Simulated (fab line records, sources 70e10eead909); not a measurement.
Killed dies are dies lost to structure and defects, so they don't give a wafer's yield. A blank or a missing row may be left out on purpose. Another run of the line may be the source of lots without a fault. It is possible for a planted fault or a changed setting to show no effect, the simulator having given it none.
fab line records -- flow nand_harc
[record] lots = 11, wafers = 33, last_day = 28
route steps=1159 shown A_ONON_D1@427 A_CHANNEL_HOLE_D1@459 END@1159
lots that met no fault: from a run of the same line without faults
start_h: hours from the record's first day to the start of the lot's first wafer shown -- wait_h: hours elapsed since this lot's preceding step -- " identical to the entry in the row above -- L1.1+2: a row that stands for several wafers -- - either no value or no given start -- * or withheld: withheld -- < > ~ a bound
route shown NAME@n: a module of which the file shows steps, and the number in the route of the first -- usual: mean/standard deviation of fault-free wafers -- same: alike in all rows -- chamber/n: place in a boat -- sites: per-site readings -- _std_site: the standard deviation of these -- _edge_site: inner sites' mean taken away from outer sites' mean -- radius_mm: for every site, how far away it sits from the centre of the wafer -- mask NAME#n: copy n -- behind: tool/chamber where the wafer was last shaped -- hold: reason for holding the lot/hours on hold/outcome of the hold -- device: names the non-switching transistor (n, p or np) -- end of line: at the end of the route, the tests of the same wafers -- a step given without rows: its recipe and nothing more -- killed: not the wafer's yield, but the dies lost to structure and defects at the first sort -- map: a wafer's dies, marking killed ones x, the rest . and places with no die _
set.NAME: the setting the step ran with; set.NAME@STEP: the setting that earlier step ran with -- model.NAME: the simulator's own value behind a step, which no gauge read
route steps across a sampled set of lots; one table per step, one row per wafer
services: from which hour (start_h, from the record's first day; less than 0 if before it) a tool's chamber was out of use, for how many hours, and why
[[steps]]
[step NHARC_A_ONON_D1_THK_MEAS_05]
[recipe] thk_meas_gauge = ellipsometry
[usual] thk_nm = 1002/8.1
lot.wafer,tool,chamber,start_h,wait_h,thk_nm
L978.1,film_metro-01,-,219.33,-,1009
L978.2,film_metro-01,-,219.33,-,1007
L978.5,film_metro-01,-,219.33,-,1007
L980.1,film_metro-01,-,219.68,-,1013
L980.4,film_metro-01,-,219.68,-,1009
L980.6,film_metro-01,-,219.68,-,1011
L981.1,film_metro-01,-,219.70,-,995
L981.3,film_metro-01,-,219.70,-,993
L981.6,film_metro-01,-,219.70,-,993
L983.4,film_metro-01,-,229.25,-,996
L983.5,film_metro-01,-,229.25,-,996
L983.6,film_metro-01,-,229.25,-,994
L982.4,film_metro-01,-,234.01,-,997
L982.5,film_metro-01,-,234.01,-,999
L982.6,film_metro-01,-,234.01,-,997
L990.1,film_metro-01,-,243.07,-,1002
L990.2,film_metro-01,-,243.07,-,1001
L990.6,film_metro-01,-,243.07,-,1002
L991.1,film_metro-01,-,251.52,-,1003
L991.2,film_metro-01,-,251.52,-,1004
L991.4,film_metro-01,-,251.52,-,1005
L993.1,film_metro-02,-,251.54,-,1003
L993.2,film_metro-02,-,251.54,-,1004
L993.6,film_metro-02,-,251.54,-,1005
L996.1,film_metro-02,-,267.65,-,999
L996.2,film_metro-02,-,267.65,-,1000
L996.6,film_metro-02,-,267.65,-,997
L997.1,film_metro-01,-,272.31,-,1009
L997.3,film_metro-01,-,272.31,-,1011
L997.6,film_metro-01,-,272.31,-,1009
L100.1,film_metro-02,-,287.53,-,993
L100.2,film_metro-02,-,287.53,-,992
L100.6,film_metro-02,-,287.53,-,995
[step NHARC_A_ONON_D1_INSPECT_32]
[usual] raw_defect_count = 70/24
lot.wafer,tool,chamber,start_h,wait_h,raw_defect_count
L980.1,defect_inspect-02,-,233.73,0.0,59
L980.4,defect_inspect-02,-,233.73,0.0,90
L980.6,defect_inspect-02,-,233.73,0.0,69
L981.1,defect_inspect-01,-,234.00,0.0,72
L981.3,defect_inspect-01,-,234.00,0.0,36
L981.6,defect_inspect-01,-,234.00,0.0,61
L978.1,defect_inspect-02,-,234.35,0.0,171
L978.2,defect_inspect-02,-,234.35,0.0,101
L978.5,defect_inspect-02,-,234.35,0.0,106
L982.4,defect_inspect-02,-,245.73,0.0,66
L982.5,defect_inspect-02,-,245.73,0.0,68
L982.6,defect_inspect-02,-,245.73,0.0,57
L983.4,defect_inspect-02,-,246.40,0.0,39
L983.5,defect_inspect-02,-,246.40,0.0,51
L983.6,defect_inspect-02,-,246.40,0.0,60
L990.1,defect_inspect-01,-,256.15,0.0,94
L990.2,defect_inspect-01,-,256.15,0.0,77
L990.6,defect_inspect-01,-,256.15,0.0,43
L991.1,defect_inspect-01,-,264.33,0.1,42
L991.2,defect_inspect-01,-,264.33,0.1,37
L991.4,defect_inspect-01,-,264.33,0.1,56
L993.1,defect_inspect-01,-,264.72,0.1,79
L993.2,defect_inspect-01,-,264.72,0.1,51
L993.6,defect_inspect-01,-,264.72,0.1,44
L996.1,defect_inspect-02,-,280.19,0.1,44
L996.2,defect_inspect-02,-,280.19,0.1,63
L996.6,defect_inspect-02,-,280.19,0.1,51
L997.1,defect_inspect-02,-,285.93,0.0,45
L997.3,defect_inspect-02,-,285.93,0.0,76
L997.6,defect_inspect-02,-,285.93,0.0,77
L100.1,defect_inspect-01,-,302.39,0.0,64
L100.2,defect_inspect-01,-,302.39,0.0,58
L100.6,defect_inspect-01,-,302.39,0.0,47
[step NHARC_A_CHANNEL_HOLE_D1_EXPOSE_07]
[recipe] na = 1.35, target_cd_nm = 100, sigma_outer = 0.3, dose_mj = 59.65, mask_id = HOLE_D1
[usual] exposure_dose_mJ_cm2 = 59.66/0.055
lot.wafer,tool,chamber,start_h,wait_h,mask,exposure_dose_mJ_cm2
L980.1,arfi_scanner-01,0,238.17,-,HOLE_D1#0,59.60
L980.4,arfi_scanner-01,0,238.17,-,HOLE_D1#0,59.60
L980.6,arfi_scanner-01,0,238.17,-,HOLE_D1#0,59.69
L981.1,arfi_scanner-02,0,238.66,-,HOLE_D1#0,59.66
L981.3,arfi_scanner-02,0,238.66,-,HOLE_D1#0,59.62
L981.6,arfi_scanner-02,0,238.66,-,HOLE_D1#0,59.64
L978.1,arfi_scanner-01,0,239.04,-,HOLE_D1#0,59.73
L978.2,arfi_scanner-01,0,239.04,-,HOLE_D1#0,59.68
L978.5,arfi_scanner-01,0,239.04,-,HOLE_D1#0,59.63
L982.4,arfi_scanner-01,0,248.35,-,HOLE_D1#0,59.74
L982.5,arfi_scanner-01,0,248.35,-,HOLE_D1#0,59.75
L982.6,arfi_scanner-01,0,248.35,-,HOLE_D1#0,59.67
L983.4,arfi_scanner-02,0,249.84,-,HOLE_D1#0,59.56
L983.5,arfi_scanner-02,0,249.84,-,HOLE_D1#0,59.59
L983.6,arfi_scanner-02,0,249.84,-,HOLE_D1#0,59.51
L990.1,arfi_scanner-01,0,258.75,-,HOLE_D1#0,59.63
L990.2,arfi_scanner-01,0,258.75,-,HOLE_D1#0,59.65
L990.6,arfi_scanner-01,0,258.75,-,HOLE_D1#0,59.63
L991.1,arfi_scanner-02,0,267.27,-,HOLE_D1#0,69.51
L991.2,arfi_scanner-02,0,267.27,-,HOLE_D1#0,69.62
L991.4,arfi_scanner-02,0,267.27,-,HOLE_D1#0,69.64
L993.1,arfi_scanner-02,0,269.10,-,HOLE_D1#0,67.67
L993.2,arfi_scanner-02,0,269.10,-,HOLE_D1#0,67.63
L993.6,arfi_scanner-02,0,269.10,-,HOLE_D1#0,67.61
L996.1,arfi_scanner-01,0,283.37,-,HOLE_D1#0,59.68
L996.2,arfi_scanner-01,0,283.37,-,HOLE_D1#0,59.67
L996.6,arfi_scanner-01,0,283.37,-,HOLE_D1#0,59.71
L997.1,arfi_scanner-03,0,288.88,-,HOLE_D1#0,59.59
L997.3,arfi_scanner-03,0,288.88,-,HOLE_D1#0,59.67
L997.6,arfi_scanner-03,0,288.88,-,HOLE_D1#0,59.61
L100.1,arfi_scanner-01,0,307.07,-,HOLE_D1#0,59.61
L100.2,arfi_scanner-01,0,307.07,-,HOLE_D1#0,59.60
L100.6,arfi_scanner-01,0,307.07,-,HOLE_D1#0,59.75
[step NHARC_A_CHANNEL_HOLE_D1_CD_MEAS_10]
[recipe] target_cd_nm = 100, landing_energy_ev = 500
[usual] cd_nm = 100.3/0.55
lot.wafer,tool,chamber,start_h,wait_h,cd_nm
L980.1,cd_sem-01,0,238.32,-,100.2
L980.4,cd_sem-01,0,238.32,-,100.2
L980.6,cd_sem-01,0,238.32,-,100.1
L981.1,cd_sem-01,0,238.80,-,99.9
L981.3,cd_sem-01,0,238.80,-,101.0
L981.6,cd_sem-01,0,238.80,-,100.1
L978.1,cd_sem-02,0,239.18,-,101.0
L978.2,cd_sem-02,0,239.18,-,100.5
L978.5,cd_sem-02,0,239.18,-,100.4
L982.4,cd_sem-01,0,248.49,-,100.7
L982.5,cd_sem-01,0,248.49,-,100.2
L982.6,cd_sem-01,0,248.49,-,100.5
L983.4,cd_sem-02,0,249.98,-,101.1
L983.5,cd_sem-02,0,249.98,-,101.1
L983.6,cd_sem-02,0,249.98,-,101.5
L990.1,cd_sem-02,0,258.89,-,100.0
L990.2,cd_sem-02,0,258.89,-,100.2
L990.6,cd_sem-02,0,258.89,-,99.3
L991.1,cd_sem-02,0,267.41,-,107.0
L991.2,cd_sem-02,0,267.41,-,107.1
L991.4,cd_sem-02,0,267.41,-,106.9
L993.1,cd_sem-03,0,269.24,-,106.4
L993.2,cd_sem-03,0,269.24,-,105.5
L993.6,cd_sem-03,0,269.24,-,106.4
L996.1,cd_sem-01,0,283.50,-,99.7
L996.2,cd_sem-01,0,283.50,-,100.5
L996.6,cd_sem-01,0,283.50,-,99.9
L997.1,cd_sem-01,0,289.02,-,100.3
L997.3,cd_sem-01,0,289.02,-,101.3
L997.6,cd_sem-01,0,289.02,-,100.6
L100.1,cd_sem-01,0,307.21,-,101.1
L100.2,cd_sem-01,0,307.21,-,101.0
L100.6,cd_sem-01,0,307.21,-,101.2
[step NHARC_A_CHANNEL_HOLE_D1_ETCH_39]
[recipe] target_depth_a = 2600, over_etch_frac = 0.3, time_s = 325, ion_energy_ev = 200, n2_flow_sccm = 150, h2_flow_sccm = 150, ar_flow_sccm = 0, rf_w = 400, bias_w = 150, chemistry = N2/H2
[usual] drypump_motor_current_A = 5.6/0.53, h2_flow_sccm = 150.1/0.47, oes_product_au = 0.997/0.011, rf_vpp_V = 430/3, showerhead_plenum_p_Torr = 2.03/0.11, throttle_valve_pct = 14.172/0.0089
lot.wafer,tool,chamber,start_h,wait_h,drypump_motor_current_A,h2_flow_sccm,oes_product_au,rf_hours_counter_h,rf_vpp_V,showerhead_plenum_p_Torr,throttle_valve_pct
L980.1,rie_diel-10,0,-,-,5.9,149.7,1.011,5,430,2.06,14.161
L980.4,rie_diel-10,2,-,-,5.7,149.3,0.979,4,434,2.17,14.185
L980.6,rie_diel-10,0,-,-,5.9,150.6,1.013,-,431,2.06,14.161
L981.1,rie_diel-13,3,-,-,6.5,150.3,0.984,5,427,1.90,14.164
L981.3,rie_diel-13,0,-,-,6.3,149.4,1.002,6,426,1.91,14.164
L981.6,rie_diel-13,0,-,-,6.3,149.5,1.010,-,425,1.91,14.169
L978.1,rie_diel-09,3,-,-,5.1,150.8,1.004,11,430,2.00,14.174
L978.2,rie_diel-09,2,-,-,5.3,150.6,0.973,10,431,2.08,14.154
L978.5,rie_diel-09,0,-,-,6.2,149.8,0.988,-,429,1.99,14.173
L982.4,rie_diel-13,3,-,-,6.4,150.3,1.007,-,427,1.90,14.166
L982.5,rie_diel-13,1,-,-,5.0,150.0,0.990,-,427,1.92,14.188
L982.6,rie_diel-13,2,-,-,5.7,149.8,0.995,-,434,2.19,14.165
L983.4,rie_diel-09,3,-,-,5.0,150.9,1.007,12,429,2.00,14.163
L983.5,rie_diel-09,1,-,-,6.3,150.3,0.996,-,434,2.16,14.169
L983.6,rie_diel-09,2,-,-,5.3,149.6,0.979,-,433,2.08,14.184
L990.1,rie_diel-10,2,-,-,5.7,150.6,0.982,7,434,2.17,14.164
L990.2,rie_diel-10,3,-,-,4.8,150.2,0.977,7,425,1.90,14.176
L990.6,rie_diel-10,0,-,-,5.9,149.7,1.013,-,431,2.06,14.164
L991.1,rie_diel-09,0,-,-,6.2,149.8,1.000,0,429,1.99,14.166
L991.4,rie_diel-09,1,-,-,6.3,150.3,0.986,0,435,2.16,14.163
L991.2,rie_diel-09,2,-,-,5.3,150.1,0.975,0,433,2.07,14.173
L993.2,rie_diel-10,0,-,-,5.9,149.6,1.019,9,431,2.06,14.174
L993.1,rie_diel-10,3,-,-,4.8,150.1,0.992,9,427,1.90,14.186
L993.6,rie_diel-10,1,-,-,5.3,150.0,1.001,-,432,2.11,14.175
L996.2,rie_diel-09,0,-,-,6.2,149.4,1.013,2,428,1.99,14.180
L996.1,rie_diel-09,1,-,-,6.3,149.8,0.991,2,434,2.16,14.156
L996.6,rie_diel-09,3,-,-,5.1,150.5,1.003,-,429,2.00,14.191
L997.1,rie_diel-09,0,-,-,6.2,150.3,1.000,2,429,1.99,14.179
L997.3,rie_diel-09,2,-,-,5.3,150.6,0.991,2,430,2.07,14.176
L997.6,rie_diel-09,1,-,-,6.3,150.8,0.997,-,435,2.16,14.163
L100.2,rie_diel-13,0,-,-,6.2,150.0,0.979,1,427,1.91,14.180
L100.1,rie_diel-13,1,-,-,5.1,150.1,0.982,1,427,1.92,14.181
L100.6,rie_diel-13,0,-,-,6.3,150.1,0.984,-,428,1.91,14.168
[step NHARC_A_CHANNEL_HOLE_D1_CD_MEAS_30]
[usual] cd_nm = 90.8/1.2
lot.wafer,tool,chamber,start_h,wait_h,cd_nm
L980.1,cd_sem-03,-,247.90,-,90.2
L980.4,cd_sem-03,-,247.90,-,91.7
L980.6,cd_sem-03,-,247.90,-,90.5
L981.1,cd_sem-02,-,248.48,-,90.4
L981.3,cd_sem-02,-,248.48,-,91.3
L981.6,cd_sem-02,-,248.48,-,89.6
L978.1,cd_sem-02,-,252.06,-,91.0
L978.2,cd_sem-02,-,252.06,-,91.6
L978.5,cd_sem-02,-,252.06,-,90.8
L982.4,cd_sem-03,-,258.32,-,88.4
L982.5,cd_sem-03,-,258.32,-,91.0
L982.6,cd_sem-03,-,258.32,-,92.3
L983.4,cd_sem-02,-,262.05,-,93.4
L983.5,cd_sem-02,-,262.05,-,93.6
L983.6,cd_sem-02,-,262.05,-,92.4
L990.1,cd_sem-03,-,270.40,-,89.7
L990.2,cd_sem-03,-,270.40,-,90.0
L990.6,cd_sem-03,-,270.40,-,90.2
L991.1,cd_sem-03,-,274.93,-,96.3
L991.2,cd_sem-03,-,274.93,-,96.3
L991.4,cd_sem-03,-,274.93,-,97.5
L993.1,cd_sem-03,-,282.91,-,98.7
L993.2,cd_sem-03,-,282.91,-,95.2
L993.6,cd_sem-03,-,282.91,-,98.2
L996.1,cd_sem-02,-,290.38,-,90.1
L996.2,cd_sem-02,-,290.38,-,89.6
L996.6,cd_sem-02,-,290.38,-,88.8
L997.1,cd_sem-01,-,295.92,-,90.9
L997.3,cd_sem-01,-,295.92,-,91.9
L997.6,cd_sem-01,-,295.92,-,93.0
L100.1,cd_sem-03,-,317.75,-,93.6
L100.2,cd_sem-03,-,317.75,-,91.1
L100.6,cd_sem-03,-,317.75,-,93.3
[step NHARC_A_CHANNEL_HOLE_D1_XSEM_31]
[recipe] landing_energy_ev = 35000
[usual] bot_cd_nm = 75.6/1.2, bow_nm = 8.49/0.29, tilt_deg = 0.09/0.047
lot.wafer,tool,chamber,start_h,wait_h,bot_cd_nm,bow_nm,tilt_deg
L980.1,xsem-01,0,247.98,0.1,74.8,7.81,0.14
L980.4,xsem-01,0,247.98,0.1,75.8,7.81,0.15
L980.6,xsem-01,0,247.98,0.1,75.8,7.73,0.14
L981.1,xsem-02,0,248.57,0.1,75.0,8.76,0.01
L981.3,xsem-02,0,248.57,0.1,75.3,8.77,0.01
L981.6,xsem-02,0,248.57,0.1,74.1,8.76,0.01
L978.1,xsem-01,0,252.14,0.1,76.1,8.37,0.12
L978.2,xsem-01,0,252.14,0.1,75.7,8.44,0.12
L978.5,xsem-01,0,252.14,0.1,75.5,8.41,0.12
L982.4,xsem-02,0,258.42,0.1,73.4,8.82,0.09
L982.5,xsem-02,0,258.42,0.1,74.6,8.87,0.09
L982.6,xsem-02,0,258.42,0.1,76.3,8.73,0.09
L983.4,xsem-01,0,262.14,0.1,78.5,8.91,0.06
L983.5,xsem-01,0,262.14,0.1,77.8,8.90,0.06
L983.6,xsem-01,0,262.14,0.1,77.4,8.98,0.06
L990.1,xsem-01,0,270.48,0.1,75.5,8.34,0.01
L990.2,xsem-01,0,270.48,0.1,75.1,8.34,0.01
L990.6,xsem-01,0,270.48,0.1,75.4,8.36,0.01
L991.1,xsem-02,0,275.03,0.1,81.6,8.56,0.07
L991.2,xsem-02,0,275.03,0.1,81.4,8.51,0.07
L991.4,xsem-02,0,275.03,0.1,82.7,8.55,0.07
L993.1,xsem-01,0,283.00,0.1,83.3,8.67,0.12
L993.2,xsem-01,0,283.00,0.1,80.7,8.61,0.12
L993.6,xsem-01,0,283.00,0.1,83.2,8.70,0.12
L996.1,xsem-01,0,290.47,0.1,74.9,8.25,0.16
L996.2,xsem-01,0,290.47,0.1,74.8,8.25,0.16
L996.6,xsem-01,0,290.47,0.1,73.9,8.25,0.16
L997.1,xsem-02,0,296.01,0.1,75.7,8.83,0.10
L997.3,xsem-02,0,296.01,0.1,76.6,8.78,0.10
L997.6,xsem-02,0,296.01,0.1,78.4,8.79,0.10
L100.1,xsem-02,0,317.84,0.1,77.6,8.13,0.08
L100.2,xsem-02,0,317.84,0.1,75.2,8.17,0.08
L100.6,xsem-02,0,317.84,0.1,77.9,8.15,0.08
[step NHARC_END_SORT_01]
[recipe] temp_c = 25
[usual] killed_at_array = 29/11, killed_at_other = 0.5/0.85, killed_at_periphery = 3.0/2.3, killed_dies = 33/12, killed_open = 3.3/1.9, killed_short = 2.0/1.5
[same] gross_dies = 677
lot.wafer,tool,chamber,start_h,wait_h,killed_at_array,killed_at_other,killed_at_periphery,killed_dies,killed_open,killed_short
L991.2,prober-01,0,619.46,2.8,39,1,4,44,2,1
// killed by level:class
L991.2 A_SLIT:chamber_film_flake=24 A_CHANNEL_HOLE_D1:chamber_film_flake=8 A_CONTACT:chamber_film_flake=3 P_M0:geometric_particle:open=2 A_STAIRCASE:chamber_film_flake=2 A_M0:chamber_film_flake=2 P_CONTACT:geometric_particle:short=1 P_STI:chamber_film_flake=1
[[services]]
tool,chamber,start_h,hours,kind
rie_diel-13,2,223.26,7.6,repair
rie_diel-09,0,233.10,-,clean
rie_diel-09,1,233.10,-,clean
rie_diel-09,2,233.10,-,clean
rie_diel-09,3,233.10,-,clean
rie_diel-09,-,254.10,9.0,pm
rie_diel-09,0,254.10,9.0,vent_cycle
rie_diel-09,1,254.10,9.0,vent_cycle
rie_diel-09,2,254.10,9.0,vent_cycle
rie_diel-09,3,254.10,9.0,vent_cycle
arfi_scanner-02,-,256.00,4.0,pm
rie_diel-09,0,263.10,-,clean
rie_diel-09,1,263.10,-,clean
rie_diel-09,2,263.10,-,clean
rie_diel-09,3,263.10,-,clean
rie_diel-13,-,276.00,9.0,pm
rie_diel-09,0,287.60,-,clean
rie_diel-09,1,287.60,-,clean
rie_diel-09,2,287.60,-,clean
rie_diel-10,1,299.75,3.2,repair
arfi_scanner-01,-,301.40,1.1,repair
xsem-02,-,302.00,14.0,pm
rie_diel-09,0,303.35,4.6,repair
arfi_scanner-03,-,312.00,4.0,pm
[[key]]
[first_sign] step = NHARC_A_CHANNEL_HOLE_D1_EXPOSE_07, reading = exposure_dose_mJ_cm2, direction = up, sigmas = 99+, usual = 59.66, struck = 68.61
[effect] step = NHARC_A_CHANNEL_HOLE_D1_CD_MEAS_10, reading = cd_nm, direction = up, sigmas = 11, usual = 100.3, struck = 106.6, through = control_loop
[effect] step = NHARC_A_CHANNEL_HOLE_D1_CD_MEAS_30, reading = cd_nm, direction = up, sigmas = 5.2, usual = 90.8, struck = 97.0, through = control_loop
[effect] step = NHARC_A_CHANNEL_HOLE_D1_XSEM_31, reading = bot_cd_nm, direction = up, sigmas = 5.3, usual = 75.6, struck = 82.1, through = control_loop
met_at NHARC_A_CHANNEL_HOLE_D1_EXPOSE_07
struck_lots L991,L993
tester_left_out L991,L993
[loop_trim] step = NHARC_A_CHANNEL_HOLE_D1_EXPOSE_07, setting = dose, lots = L993
not_acting_at NHARC_A_ONON_D1_THK_MEAS_05,NHARC_A_ONON_D1_INSPECT_32,NHARC_A_CHANNEL_HOLE_D1_ETCH_39
onset_between 249.84 267.27
[fault] kind = process_parameter_drift, tool = arfi_scanner-02, chamber = -, onset_h = 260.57, steps = NHARC_A_CHANNEL_HOLE_D1_EXPOSE_07, channel = dose_mj, offset = 9.9354, shape = step, acts_in = these_recipes_only, stated = 59.65
// tester_left_out: of these lots the tester's yield and bins aren't shown, on N5 and GAA mostly nor the transistor test; their killed dies are dies lost to structure and defects alone, not to doping, threshold or leakage, so they don't give the yield
// loop_trim: a control loop set the setting to another value than it would have without faults
